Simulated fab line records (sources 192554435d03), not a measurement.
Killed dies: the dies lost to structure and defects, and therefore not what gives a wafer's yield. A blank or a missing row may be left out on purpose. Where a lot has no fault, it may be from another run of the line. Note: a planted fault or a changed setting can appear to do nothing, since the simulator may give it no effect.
Chamber matching :: flow n5-finfet :: N5_BEOL_M1_DESCUM_33 on rie-diel-02: 4 sister chambers
The step chemistry O2, time 7 s. 8 wafers are shown with their chamber, then 8 later ones without.

## EACH WAFER AND ITS CHAMBER
wafer: L075.5
chamber: 1
drypump-motor-current-A (A): 6.2
throttle-valve-pct (%): 20.06

wafer: L079.2
chamber: 0
drypump-motor-current-A (A): 6.0
throttle-valve-pct (%): 20.11

wafer: L081.2
chamber: 3
drypump-motor-current-A (A): 5.6
throttle-valve-pct (%): 20.27

wafer: L081.4
chamber: 1
drypump-motor-current-A (A): 6.3
throttle-valve-pct (%): 20.09

wafer: L088.1
chamber: 0
drypump-motor-current-A (A): 6.1
throttle-valve-pct (%): 20.12

wafer: L088.4
chamber: 3
drypump-motor-current-A (A): 5.6
throttle-valve-pct (%): 20.30

wafer: L088.6
chamber: 2
drypump-motor-current-A (A): 6.2
throttle-valve-pct (%): 20.75

wafer: L092.3
chamber: 2
drypump-motor-current-A (A): 6.2
throttle-valve-pct (%): 20.76

## WAFERS WHOSE CHAMBER IS MISSING
wafer: L092.5
drypump-motor-current-A (A): 6.1
throttle-valve-pct (%): 20.14

wafer: L092.6
drypump-motor-current-A (A): 5.6
throttle-valve-pct (%): 20.30

wafer: L094.1
drypump-motor-current-A (A): 5.6
throttle-valve-pct (%): 20.32

wafer: L094.5
drypump-motor-current-A (A): 5.6
throttle-valve-pct (%): 20.32

wafer: L094.6
drypump-motor-current-A (A): 6.3
throttle-valve-pct (%): 20.12

wafer: L095.2
drypump-motor-current-A (A): 6.2
throttle-valve-pct (%): 20.77

wafer: L095.4
drypump-motor-current-A (A): 6.3
throttle-valve-pct (%): 20.13

wafer: L095.6
drypump-motor-current-A (A): 5.6
throttle-valve-pct (%): 20.33

## THE CHAMBER EACH PASSED THROUGH
wafer: L092.5
from the rows above: 0
in truth: 0

wafer: L092.6
from the rows above: 3
in truth: 3

wafer: L094.1
from the rows above: 3
in truth: 3

wafer: L094.5
from the rows above: 3
in truth: 3

wafer: L094.6
from the rows above: can't be placed: 1 or 0
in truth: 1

wafer: L095.2
from the rows above: 2
in truth: 2

wafer: L095.4
from the rows above: can't be placed: 1 or 0
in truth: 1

wafer: L095.6
from the rows above: 3
in truth: 3
Correct placement for 6 of the 8. Unplaceable from these rows: 2, with the true chamber sitting among the candidates in 2. Wrongly placed: 0.
How it was worked out, from the rows above alone: a wafer's distance from a chamber is the root of the sum, over the readings, of the square of ((its reading less the chamber's mean) divided by the reading's scatter). If the next closest chamber is less than 2 further off than the closest, the wafer can't be placed; otherwise it belongs to the closest. For every chamber, the mean is computed from those of its wafers that are shown. The scatter: take each reading less its chamber's mean, square it, sum over the shown wafers, divide by the number of wafers less the number of chambers, and take the root.
